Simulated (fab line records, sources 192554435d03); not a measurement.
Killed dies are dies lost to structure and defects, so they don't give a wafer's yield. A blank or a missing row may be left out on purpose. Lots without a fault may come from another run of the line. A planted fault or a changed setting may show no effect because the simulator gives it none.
Chamber matching | flow n5_finfet | N5_BEOL_M12_ETCH_68 on rie_diel-04: 4 sister chambers
The step etches SOC in N2/H2, time 285 s. 18 wafers are shown with their chamber, then 9 later ones without.

WAFERS WITH THEIR CHAMBER
wafer  | chamber | showerhead_plenum_p_Torr (Torr) | throttle_valve_pct (%) | oes_product_au (a.u.)
L076.1 | 0       | 2.53                            | 18.3                   | 0.71
L076.4 | 3       | 2.70                            | 17.2                   | 0.91
L076.5 | 2       | 2.40                            | 18.1                   | 0.69
L075.2 | 2       | 2.40                            | 18.1                   | 0.68
L075.4 | 0       | 2.53                            | 18.3                   | 0.71
L075.6 | 0       | 2.53                            | 18.3                   | 0.71
L079.1 | 2       | 2.40                            | 18.1                   | 0.68
L079.4 | 1       | 2.59                            | 17.5                   | 0.84
L079.6 | 0       | 2.53                            | 18.3                   | 0.70
L080.1 | 3       | 2.69                            | 17.2                   | 0.88
L080.4 | 2       | 2.40                            | 18.1                   | 0.68
L080.6 | 1       | 2.59                            | 17.6                   | 0.83
L082.3 | 1       | 2.58                            | 17.6                   | 0.82
L082.4 | 2       | 2.40                            | 18.1                   | 0.67
L082.6 | 2       | 2.40                            | 18.1                   | 0.67
L085.2 | 3       | 2.69                            | 17.2                   | 0.87
L085.3 | 1       | 2.58                            | 17.6                   | 0.82
L085.4 | 1       | 2.58                            | 17.6                   | 0.82

SIGNATURES (means of the wafers above)
reading                  | chamber 0 | chamber 1 | chamber 2 | chamber 3 | scatter within a chamber
showerhead_plenum_p_Torr | 2.5300    | 2.5840    | 2.4000    | 2.6933    | 0.00365
throttle_valve_pct       | 18.300    | 17.580    | 18.100    | 17.200    | 0.0239
oes_product_au           | 0.7075    | 0.8260    | 0.6783    | 0.8867    | 0.0105
Rule: a wafer's distance from a chamber is the root of the sum, over the readings, of the square of ((its reading less the chamber's mean) divided by the reading's scatter). The wafer belongs to the nearest chamber; if the next one is less than 2 further off, it can't be placed. The scatter: the root of (the sum of the squares of (reading less its chamber's mean) over the shown wafers, divided by (wafers less chambers)).

WAFERS WITHOUT THEIR CHAMBER
wafer  | showerhead_plenum_p_Torr (Torr) | throttle_valve_pct (%) | oes_product_au (a.u.)
L092.1 | 2.68                            | 17.3                   | 0.84
L092.2 | 2.57                            | 17.6                   | 0.80
L092.6 | 2.57                            | 17.6                   | 0.80
L093.1 | 2.71                            | 17.7                   | 0.93
L093.4 | 2.51                            | 18.4                   | 0.69
L093.6 | 2.71                            | 17.8                   | 0.92
L095.2 | 2.68                            | 17.3                   | 0.83
L095.5 | 2.57                            | 17.6                   | 0.79
L095.6 | 2.71                            | 17.7                   | 0.92

WHICH CHAMBER EACH WENT THROUGH
wafer  | from the rows above | in truth
L092.1 | 3                   | 3
L092.2 | 1                   | 1
L092.6 | 1                   | 1
L093.1 | 3                   | 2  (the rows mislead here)
L093.4 | 0                   | 0
L093.6 | 3                   | 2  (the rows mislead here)
L095.2 | 3                   | 3
L095.5 | 1                   | 1
L095.6 | 3                   | 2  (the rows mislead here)
Placed correctly: 6 of 9. Can't be placed from these rows: 0. Placed wrongly: 3.
